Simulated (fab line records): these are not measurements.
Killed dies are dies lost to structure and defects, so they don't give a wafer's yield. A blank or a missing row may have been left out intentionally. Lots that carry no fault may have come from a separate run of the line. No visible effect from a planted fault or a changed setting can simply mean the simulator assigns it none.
fab line records | flow n5-finfet
record: lots: 7 wafers: 39
route steps=1938 shown FIN_SAQP@100 ILD0@343 HKMG_FIN@386 BEOL_M1@751 BEOL_M2@883
start-h: start of the lot's first displayed wafer, in hours after the record's first day | wait-h: hours since the lot's step before | " repeats the value in the row above | L1.1+2: a single row standing in for several wafers | - no value, or no start given | * or withheld: withheld | < > ~ a bound
route shown NAME@n: a module of which the file shows steps, and the number in the route of the first | usual: mean and standard deviation over wafers with no fault | same: alike in all rows | chamber/n: place in a boat | sites: each site's reading | _std_site: their standard deviation | _edge_site: inner sites' mean taken away from outer sites' mean | radius-mm: for every site, how far away it sits from the centre of the wafer | mask NAME#n: copy n | behind: tool/chamber where the wafer was last shaped | hold: what put the lot on hold/how long, in hours/how the hold closed | device: the transistor (n, p or np) that didn't switch | end of line: tests of these same wafers at the route's end | a step given without rows: its recipe and nothing more | killed: dies lost to structure and defects at the first sort, not the wafer's yield | map: shows each die of a wafer: x if killed, . if not, _ if none is there
set.NAME: the setting as run; set.NAME@STEP: as run at that earlier step | model.NAME: the simulator's own value behind a step, which no gauge read
one table per step and one row per wafer, for lots whose settings were changed on purpose
== steps ==
step: N5_FIN_SAQP_PECVD_06
recipe: material: a-Si target-thk-a: 600 temp-c: 400 precursor: SiH4/He pressure-torr: 3 rf-w: 100 time-s: 48.1
columns lot.wafer tool chamber start-h wait-h set.time-s model.a-Si_of_FIN_SAQP_PECVD_06.thk-nm
L080.1 pecvd-01 0 59.40 0.0 48.1 60.56
L080.2 " 1 " " 48.1 59.84
L080.3 " 0 " " 25.7 32.32
L080.4 " 1 " " 48.1 60.86
L080.5 " 0 " " 25.7 32.94
L080.6 " 1 " " 25.7 31.63
L082.1 pecvd-03 0 70.14 0.0 67.49 82.85
L082.2 " 2 " " 67.49 83.06
L082.3 " 1 " " 48.1 59.29
L082.4 " 2 " " 48.1 60.88
L082.5 " 0 " " 67.49 85.99
L082.6 " 1 " " 48.1 60.32
L083.1 pecvd-01 0 76.71 0.0 48.1 59.89
L083.2 " 1 " " 48.1 60.21
L083.3 " 2 " " 27.98 34.5
L083.4 " 2 " " 48.1 60.46
L083.5 " 1 " " 27.98 35.14
L083.6 " 0 " " 27.98 34.95
L086.2 pecvd-03 2 93.68 0.0 48.1 59.5
L086.5 " 0 " " 48.1 60.39
L086.6 " 1 " " 48.1 60.7
L091.1 pecvd-04 0 124.23 0.0 48.1 59.64
L091.2 " 2 " " 19.33 23.7
L091.3 " 1 " " 48.1 59.18
L091.4 " 1 " " 19.33 23.75
L091.5 " 2 " " 19.33 23.94
L091.6 " 0 " " 48.1 61.3
L092.1 pecvd-03 1 129.44 0.0 48.1 59.65
L092.2 " 0 " " 48.1 59.76
L092.3 " 2 " " 48.1 59.44
L092.4 " 2 " " 48.1 59.22
L092.5 " 1 " " 48.1 60.07
L092.6 " 0 " " 48.1 60.75
L095.1 pecvd-01 1 147.30 0.0 48.1 59.3
L095.2 " 0 " " 19.79 24.48
L095.3 " 2 " " 48.1 59.16
L095.4 " 1 " " 19.79 23.72
L095.5 " 2 " " 19.79 24.13
L095.6 " 0 " " 48.1 60.39
step: N5_FIN_SAQP_THK_MEAS_07
usual: thk-nm: 60.0/0.71
columns lot.wafer tool chamber start-h wait-h set.time-s@FIN_SAQP_PECVD_06 thk-nm
L080.1 film-metro-02 - 59.51 0.1 48.1 60.6
L080.2 " - " " 48.1 59.8
L080.3 " - " " 25.7 32.3
L080.4 " - " " 48.1 60.8
L080.5 " - " " 25.7 32.9
L080.6 " - " " 25.7 31.7
L082.1 film-metro-01 - 70.24 0.1 67.49 82.8
L082.2 " - " " 67.49 83.0
L082.3 " - " " 48.1 59.3
L082.4 " - " " 48.1 60.9
L082.5 " - " " 67.49 86.0
L082.6 " - " " 48.1 60.3
L083.1 film-metro-01 - 76.80 0.1 48.1 59.9
L083.2 " - " " 48.1 60.2
L083.3 " - " " 27.98 34.5
L083.4 " - " " 48.1 60.5
L083.5 " - " " 27.98 35.2
L083.6 " - " " 27.98 35.0
L086.2 film-metro-02 - 93.77 0.1 48.1 59.5
L086.5 " - " " 48.1 60.4
L086.6 " - " " 48.1 60.7
L091.1 film-metro-01 - 124.31 0.1 48.1 59.6
L091.2 " - " " 19.33 23.7
L091.3 " - " " 48.1 59.1
L091.4 " - " " 19.33 23.7
L091.5 " - " " 19.33 24.0
L091.6 " - " " 48.1 61.4
L092.1 film-metro-02 - 129.53 0.1 48.1 59.7
L092.2 " - " " 48.1 59.8
L092.3 " - " " 48.1 59.4
L092.4 " - " " 48.1 59.2
L092.5 " - " " 48.1 60.0
L092.6 " - " " 48.1 60.7
L095.1 film-metro-02 - 147.39 0.1 48.1 59.3
L095.2 " - " " 19.79 24.5
L095.3 " - " " 48.1 59.2
L095.4 " - " " 19.79 23.7
L095.5 " - " " 19.79 24.1
L095.6 " - " " 48.1 60.3
step: N5_FIN_SAQP_HM_DEP_72
recipe: material: SiO2 target-thk-a: 120 temp-c: 400 precursor: SiH4/N2O pressure-torr: 0.75 rf-w: 275 time-s: 7.2
step: N5_FIN_SAQP_COAT_49
recipe: resist: SOC temp-c: 250 time-s: 60 spin-rpm: 1500 resist-thk-nm: 100
step: N5_FIN_SAQP_HM_OPEN_73
recipe: chemistry: CHF3/O2 target: SiO2 stop-on: a-Si target-depth-a: 120 over-etch-frac: 1.8 mask-material: SOC time-s: 16.8 pressure-mtorr: 30 source-w: 650 bias-w: 170 Ar_flow_sccm: 200 CHF3_flow_sccm: 50 O2_flow_sccm: 5 ion-energy-ev: 200 ends: end-point
step: N5_FIN_SAQP_STRIP_74
recipe: chemistry: CHF3/O2 resist: SiARC rf-frequency-hz: 6e+07
step: N5_FIN_SAQP_MANDREL_ETCH_22
recipe: target-depth-a: 600 chemistry: HBr/Cl2 target: a-Si stop-on: SiNx bt-time-s: 10 over-etch-frac: 0.5 time-s: 30 pressure-mtorr: 10 icp-w: 800 bias-w: 75 HBr_flow_sccm: 150 Cl2_flow_sccm: 80 ends: end-point
usual: oes-product-au: 0.760/0.012
columns lot.wafer tool chamber start-h wait-h set.time-s@FIN_SAQP_PECVD_06 oes-product-au model.etch.depth-nm
L080.1 rie-si-02 0 60.60 0.0 48.1 0.774 60.54
L080.2 " 3 " " 48.1 0.751 59.84
L080.3 " 2 " " 25.7 0.539 32.26
L080.4 " 1 " " 48.1 0.763 60.8
L080.5 " 0 " " 25.7 0.565 32.88
L080.6 " 3 " " 25.7 0.542 31.63
L082.1 rie-si-05 2 71.11 0.0 67.49 0.948 82.83
L082.2 " 1 " " 67.49 0.924 83.06
L082.3 " 0 " " 48.1 0.740 59.23
L082.4 " 3 " " 48.1 0.764 60.82
L082.5 " 0 " " 67.49 0.939 85.99
L082.6 " 1 " " 48.1 0.748 60.26
L083.1 rie-si-02 2 77.67 0.0 48.1 0.744 59.89
L083.2 " 0 " " 48.1 0.771 60.21
L083.3 " 1 " " 27.98 0.567 34.49
L083.4 " 3 " " 48.1 0.758 60.46
L083.5 " 3 " " 27.98 0.579 35.14
L083.6 " 0 " " 27.98 0.580 34.94
L086.2 rie-si-01 1 94.93 0.0 48.1 0.761 59.44
L086.5 " 1 " " 48.1 0.769 60.33
L086.6 " 0 " " 48.1 0.789 60.68
L091.1 rie-si-01 3 125.23 0.0 48.1 0.746 59.63
L091.2 " 2 " " 19.33 0.490 23.7
L091.3 " 0 " " 48.1 0.777 59.18
L091.4 " 1 " " 19.33 0.499 23.75
L091.5 " 2 " " 19.33 0.484 23.94
L091.6 " 3 " " 48.1 0.761 61.3
L092.1 rie-si-01 2 130.40 0.0 48.1 0.762 59.65
L092.2 " 1 " " 48.1 0.762 59.7
L092.3 " 3 " " 48.1 0.747 59.41
L092.4 " 0 " " 48.1 0.781 59.16
L092.5 " 2 " " 48.1 0.762 60.07
L092.6 " 3 " " 48.1 0.765 60.69
L095.1 rie-si-05 0 149.19 0.0 48.1 0.735 59.29
L095.2 " 2 " " 19.79 0.498 24.48
L095.3 " 1 " " 48.1 0.747 59.16
L095.4 " 3 " " 19.79 0.477 23.72
L095.5 " 3 " " 19.79 0.485 24.12
L095.6 " 2 " " 48.1 0.780 60.39
step: N5_ILD0_ALD_15
recipe: material: SiNx target-thk-a: 240 temp-c: 400 ald-precursor-family: SiH2I2 ald-co-reactant: N2/H2-plasma pulse-time-s: 1 ald-cycles: 480 purge-time-s: 2 co-reactant-purge-time-s: 2 pressure-torr: 2
columns lot.wafer tool chamber start-h wait-h set.ald-cycles model.SiNx_of_ILD0_ALD_15.thk-nm
L080.1+2+3+4 ald-sin-02 2,1,0,3 102.23 0.6 480 24
L080.5+6 " 2,1 103.32 1.2 480 24.2
L082.1+4 ald-sin-01 1,3 112.59 0.6 240 11.8
L082.2 " 0 " " 480 24
L082.3+5 " 2,1 " " 480 23.8
L082.6 " 0 113.67 1.1 240 12
L083.1+2+4+5+6 ald-sin-02 2,1,0,1,0 120.43 0.6 480 24
L083.3 " 3 " " 480 24.2
L086.2+5+6 ald-sin-02 0,3,0 135.34 0.5 480 24
L091.1+3+5 ald-sin-02 2,0,2 166.28 0.6 480 24
L091.2 " 3 " " 329 16.6
L091.4+6 " 1 " " 329 16.4
L092.1+4 ald-sin-02 1,0 172.92 0.8 480 24
L092.2+3+5+6 " 2,3,1,2 " " 480 24.2
L095.1+2 ald-sin-02 2,1 190.92 0.6 480 24.2
L095.3+4 " 0,3 " " 625 31.2
L095.5 " 0 192.00 1.2 480 24
L095.6 " 3 " " 625 31.4
step: N5_ILD0_CMP_12
recipe: stop-on: poly-Si material: SiNx t-overpolish-s: 6 post-cmp-clean: alkaline-brush down-force-psi: 2.5 platen-rpm: 51.8 pad-velocity-m-s: 1.0307 target-thk-nm: 17.67
usual: time-to-endpoint-s: 29.3/2.3
columns lot.wafer tool chamber start-h wait-h set.ald-cycles@ILD0_ALD_15 time-to-endpoint-s
L080.1 cmp-03 1 104.43 1.1 480 29.9
L080.4 " 2 " " 480 28.6
L080.3 " 3 " " 480 28.7
L080.2 " 0 " " 480 29.6
L080.6 " 1 " " 480 26.0
L080.5 " 2 " " 480 29.9
L082.4 cmp-04 0 114.79 1.1 240 13.6
L082.2 " 1 " " 480 24.4
L082.3 " 2 " " 480 26.7
L082.1 " 3 " " 240 13.3
L082.5 " 0 " " 480 26.1
L082.6 " 1 " " 240 11.5
L083.1 cmp-02 2 122.63 1.1 480 30.5
L083.3 " 3 " " 480 31.1
L083.4 " 0 " " 480 29.6
L083.2 " 1 " " 480 29.8
L083.6 " 2 " " 480 28.7
L083.5 " 3 " " 480 29.1
L086.2 cmp-04 2 137.55 1.1 480 26.2
L086.6 " 2 " " 480 27.0
L086.5 " 3 " " 480 30.7
L091.3 cmp-02 2 168.48 1.1 480 32.5
L091.2 " 3 " " 329 25.7
L091.4 " 0 " " 329 20.1
L091.1 " 1 " " 480 31.7
L091.6 " 2 " " 329 22.7
L091.5 " 3 " " 480 31.3
L092.1 cmp-04 1 175.12 1.1 480 26.0
L092.2 " 2 " " 480 28.5
L092.3 " 3 " " 480 30.1
L092.4 " 0 " " 480 32.9
L092.5 " 1 " " 480 27.8
L092.6 " 2 " " 480 30.0
L095.3 cmp-02 1 193.41 1.4 625 37.2
L095.1 " 2 " " 480 28.5
L095.4 " 3 " " 625 38.8
L095.2 " 0 " " 480 26.8
L095.5 " 1 " " 480 28.2
L095.6 " 2 " " 625 36.1
step: N5_HKMG_FIN_HK_ALD_01
recipe: material: HfO2 target-thk-a: 16 temp-c: withheld ald-precursor-family: HfCl4 ald-co-reactant: H2O pulse-time-s: 3 purge-time-s: 3 co-reactant-purge-time-s: 2.5 co-reactant-pulse-time-s: 0.3 ald-cycles: 30
columns lot.wafer tool chamber start-h wait-h set.ald-cycles model.HfO2_of_HKMG_FIN_HK_ALD_01.thk-nm
L080.1+2+3+4+5+6 ald-hk-03 0,1,2,3,3,2 109.65 0.0 30 1.6
L082.1+2+3 ald-hk-01 2,3,0 120.22 0.0 30 1.6
L082.4+5+6 " 1,1,2 " " 16 0.8
L083.1+2+3+4+5+6 ald-hk-03 1,3,0,2,2,3 128.12 0.0 30 1.6
L086.2+5+6 ald-hk-03 1,0,3 143.09 0.0 30 1.6
L091.1+2+3+4+5+6 ald-hk-03 0,2,1,3,3,2 174.98 0.0 30 1.6
L092.1+2+3+4+5+6 ald-hk-02 2,1,0,3,1,0 180.79 0.0 30 1.6
L095.1 ald-hk-01 0 199.01 0.1 21 1
L095.2+3+6 " 3,1,1 " " 30 1.6
L095.4+5 " 2 " " 21 1.2
step: N5_HKMG_FIN_HK_ANNEAL_02
recipe: temp-c: 700 time-s: 30 ambient: N2 idle-temp-c: 600 ramp-up-c-per-s: 150 ramp-down-c-per-s: 60 cool-to-c: 600
step: N5_HKMG_FIN_ALD_74
recipe: material: La2O3 target-thk-a: 5 temp-c: 250 ald-precursor-family: La-Cp ald-co-reactant: O3 pulse-time-s: 6 co-reactant-pulse-time-s: 1 purge-time-s: 3 co-reactant-purge-time-s: 3
step: N5_HKMG_FIN_WET_ETCH_82
recipe: chemistry: dHCl mix: 1:10000 temp-c: 25 target: La2O3 stop-on: HfO2 target-depth-nm: 2 dry: ipa-marangoni rinse-time-s: 30 rinse-temp-c: 23
step: N5_HKMG_FIN_ALD_36
recipe: material: TiN target-thk-a: 10 temp-c: 400 ald-precursor-family: TiCl4 ald-co-reactant: NH3 pulse-time-s: 1 purge-time-s: 3 co-reactant-purge-time-s: 2 co-reactant-pulse-time-s: 2 ald-cycles: 47 pressure-torr: 3
step: N5_HKMG_FIN_THK_MEAS_70
recipe: thk-meas-gauge: xrf reads: HfO2_of_HKMG_FIN_HK_ALD_01
usual: HK_THK: 1.583/0.017
columns lot.wafer tool chamber start-h wait-h set.ald-cycles@HKMG_FIN_HK_ALD_01 HK_THK[nm]
L080.1 film-metro-01 - 113.24 0.2 30 1.583
L080.2 " - " " 30 1.599
L080.3 " - " " 30 1.589
L080.4 " - " " 30 1.600
L080.5 " - " " 30 1.590
L080.6 " - " " 30 1.603
L082.1 film-metro-02 - 123.79 0.2 30 1.587
L082.2 " - " " 30 1.566
L082.3 " - " " 30 1.596
L082.4 " - " " 16 0.842
L082.5 " - " " 16 0.827
L082.6 " - " " 16 0.864
L083.1 film-metro-01 - 131.87 0.2 30 1.576
L083.2 " - " " 30 1.581
L083.3 " - " " 30 1.567
L083.4 " - " " 30 1.593
L083.5 " - " " 30 1.577
L083.6 " - " " 30 1.595
L086.2 film-metro-02 - 146.51 0.2 30 1.531
L086.5 " - " " 30 1.594
L086.6 " - " " 30 1.553
L091.1 film-metro-01 - 178.92 0.2 30 1.554
L091.2 " - " " 30 1.569
L091.3 " - " " 30 1.571
L091.4 " - " " 30 1.571
L091.5 " - " " 30 1.572
L091.6 " - " " 30 1.580
L092.1 film-metro-01 - 184.45 0.2 30 1.563
L092.2 " - " " 30 1.581
L092.3 " - " " 30 1.553
L092.4 " - " " 30 1.571
L092.5 " - " " 30 1.586
L092.6 " - " " 30 1.590
L095.1 film-metro-02 - 202.60 0.2 21 1.078
L095.2 " - " " 30 1.579
L095.3 " - " " 30 1.584
L095.4 " - " " 21 1.120
L095.5 " - " " 21 1.092
L095.6 " - " " 30 1.568
step: N5_BEOL_M1_ILD_DEP_00
recipe: material: SiOC target-thk-a: 790 temp-c: 350 precursor: DEMS/O2 pressure-torr: 5 rf-w: 500 time-s: 15.3
columns lot.wafer tool chamber start-h wait-h set.time-s model.SiOC_of_BEOL_M1_ILD_DEP_00.thk-nm
L080.1 pecvd-01 2 162.13 0.0 11.68 60.6
L080.2 " 1 " " 11.68 61.6
L080.3 " 1 " " 11.68 62.2
L080.4 " 2 " " 15.3 80.8
L080.5 " 1 " " 15.3 79.6
L080.6 " 2 " " 15.3 80.2
L082.1 pecvd-02 2 170.91 0.0 15.3 79.6
L082.2 " 1 " " 15.3 80.2
L082.3 " 0 " " 15.3 80.4
L082.4 " 0 " " 15.3 80.8
L082.5 " 2 " " 15.3 81
L082.6 " 1 " " 15.3 81.4
L083.1 pecvd-03 1 174.29 0.0 18.63 96
L083.2 " 0 " " 18.63 95.2
L083.3 " 2 " " 15.3 78.8
L083.4 " 0 " " 15.3 80.4
L083.5 " 1 " " 18.63 98.2
L083.6 " 2 " " 15.3 80
L086.2 pecvd-01 1 200.34 0.0 15.3 77.4
L086.5 " 1 " " 15.3 78.2
L086.6 " 0 " " 15.3 77.8
L091.1 pecvd-02 0 222.51 0.0 15.3 80.2
L091.2 " 2 " " 15.3 78.8
L091.3 " 1 " " 15.3 80
L091.4 " 0 " " 15.3 81.2
L091.5+6 " 2,1 " " 15.3 80.8
L092.1 pecvd-01 1 229.67 0.0 19.81 101.2
L092.2 " 0 " " 15.3 78
L092.3 " 2 " " 19.81 100.6
L092.4 " 2 " " 15.3 80
L092.5 " 1 " " 19.81 102.6
L092.6 " 0 " " 15.3 79.8
L095.1 pecvd-03 2 246.59 0.0 18.13 93.4
L095.2 " 1 " " 18.13 92.6
L095.3 " 0 " " 18.13 93.2
L095.4 " 0 " " 15.3 81.2
L095.5 " 2 " " 15.3 80
L095.6 " 1 " " 15.3 80.6
step: N5_BEOL_M1_THK_MEAS_01
recipe: reads: SiOC_of_BEOL_M1_ILD_DEP_00
usual: M1_ILD_THK: 79.6/0.96
columns lot.wafer tool chamber start-h wait-h set.time-s@BEOL_M1_ILD_DEP_00 M1_ILD_THK[nm]
L080.1 film-metro-01 - 162.21 0.1 11.68 60.7
L080.2 " - " " 11.68 61.6
L080.3 " - " " 11.68 62.2
L080.4 " - " " 15.3 80.9
L080.5 " - " " 15.3 79.6
L080.6 " - " " 15.3 80.1
L082.1 film-metro-02 - 170.98 0.0 15.3 79.5
L082.2 " - " " 15.3 80.3
L082.3 " - " " 15.3 80.4
L082.4 " - " " 15.3 80.8
L082.5 " - " " 15.3 81.0
L082.6 " - " " 15.3 81.5
L083.1 film-metro-01 - 174.36 0.0 18.63 96.0
L083.2 " - " " 18.63 95.2
L083.3 " - " " 15.3 78.8
L083.4 " - " " 15.3 80.5
L083.5 " - " " 18.63 98.2
L083.6 " - " " 15.3 79.9
L086.2 film-metro-02 - 200.43 0.1 15.3 77.3
L086.5 " - " " 15.3 78.3
L086.6 " - " " 15.3 77.9
L091.1 film-metro-01 - 222.58 0.0 15.3 80.2
L091.2 " - " " 15.3 78.9
L091.3 " - " " 15.3 80.0
L091.4 " - " " 15.3 81.3
L091.5 " - " " 15.3 80.9
L091.6 " - " " 15.3 80.9
L092.1 film-metro-01 - 229.74 0.0 19.81 101.2
L092.2 " - " " 15.3 78.0
L092.3 " - " " 19.81 100.7
L092.4 " - " " 15.3 80.0
L092.5 " - " " 19.81 102.6
L092.6 " - " " 15.3 79.7
L095.1 film-metro-01 - 246.65 0.0 18.13 93.4
L095.2 " - " " 18.13 92.8
L095.3 " - " " 18.13 93.1
L095.4 " - " " 15.3 81.2
L095.5 " - " " 15.3 80.0
L095.6 " - " " 15.3 80.5
step: N5_BEOL_M2_ETCHBACK_99
recipe: chemistry: CHF3 target: SiO2 target-depth-a: 50 time-s: 10.4 source-w: 215 bias-w: 47 Ar_flow_sccm: 200 CHF3_flow_sccm: 12 ion-energy-ev: 100 pressure-mtorr: 30
columns lot.wafer tool chamber start-h wait-h set.target-depth-a model.CAR-EUV_of_BEOL_M2_COAT_22.thk-nm
L080.1+3+4 rie-diel-06 1,0,2 198.69 17.0 50 10.6
L080.2+5+6 " 3,3,2 " " 50 10.4
L083.1+3 rie-diel-01 1,3 198.94 8.1 33.25 10.6
L083.2+4+5 " 2,0,1 " " 50 10.4
L083.6 " 0 " " 33.25 10.8
L082.1+6 rie-diel-03 1,2 221.23 11.1 50 10.4
L082.2+4+5 " 0,3,3 " " 21.59 10.8
L082.3 " 2 " " 50 10.2
L086.2+5+6 rie-diel-06 1,2,1 221.33 4.5 50 10.4
L091.1+5 rie-diel-01 0 259.54 18.5 21.42 10.8
L091.2+3 " 3,1 " " 50 10.4
L091.4 " 2 " " 21.42 10.6
L091.6 " 3 " " 50 10.2
L092.1 rie-diel-01 1 264.77 6.5 50 10.6
L092.2+6 " 0,3 " " 50 10.4
L092.3+4+5 " 3,2,0 " " 66.7 10.2
L095.1+3+4 rie-diel-06 3,0,2 275.04 8.4 24.88 10.8
L095.2+5+6 " 2,3,0 " " 50 10.4
== key ==
split: step: N5_FIN_SAQP_PECVD_06 setting: time-s stated: 48.1 by: wafer
response: step: N5_FIN_SAQP_PECVD_06 reading: model.a-Si_of_FIN_SAQP_PECVD_06.thk-nm change: +0.603 per: 1% r: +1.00
response: step: N5_FIN_SAQP_THK_MEAS_07 reading: thk-nm change: * per: 1% r: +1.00
response: step: N5_FIN_SAQP_MANDREL_ETCH_22 reading: oes-product-au change: +0.00453 per: 1% r: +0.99
response: step: N5_FIN_SAQP_MANDREL_ETCH_22 reading: model.etch.depth-nm change: +0.603 per: 1% r: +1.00
split: step: N5_ILD0_ALD_15 setting: ald-cycles stated: 480 by: wafer
response: step: N5_ILD0_ALD_15 reading: model.SiNx_of_ILD0_ALD_15.thk-nm change: +0.239 per: 1% r: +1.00
response: step: N5_ILD0_CMP_12 reading: time-to-endpoint-s change: * per: 1% r: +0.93
split: step: N5_HKMG_FIN_HK_ALD_01 setting: ald-cycles stated: 30 by: wafer
response: step: N5_HKMG_FIN_HK_ALD_01 reading: model.HfO2_of_HKMG_FIN_HK_ALD_01.thk-nm change: +0.0167 per: 1% r: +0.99
response: step: N5_HKMG_FIN_THK_MEAS_70 reading: HK_THK change: +0.0159 per: 1% r: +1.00
split: step: N5_BEOL_M1_ILD_DEP_00 setting: time-s stated: 15.3 by: wafer
response: step: N5_BEOL_M1_ILD_DEP_00 reading: model.SiOC_of_BEOL_M1_ILD_DEP_00.thk-nm change: +0.754 per: 1% r: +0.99
response: step: N5_BEOL_M1_THK_MEAS_01 reading: M1_ILD_THK change: +0.755 per: 1% r: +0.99
split: step: N5_BEOL_M2_ETCHBACK_99 setting: target-depth-a stated: 50 by: wafer
response: step: N5_BEOL_M2_ETCHBACK_99 reading: model.CAR-EUV_of_BEOL_M2_COAT_22.thk-nm change: -0.00776 per: 1% r: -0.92
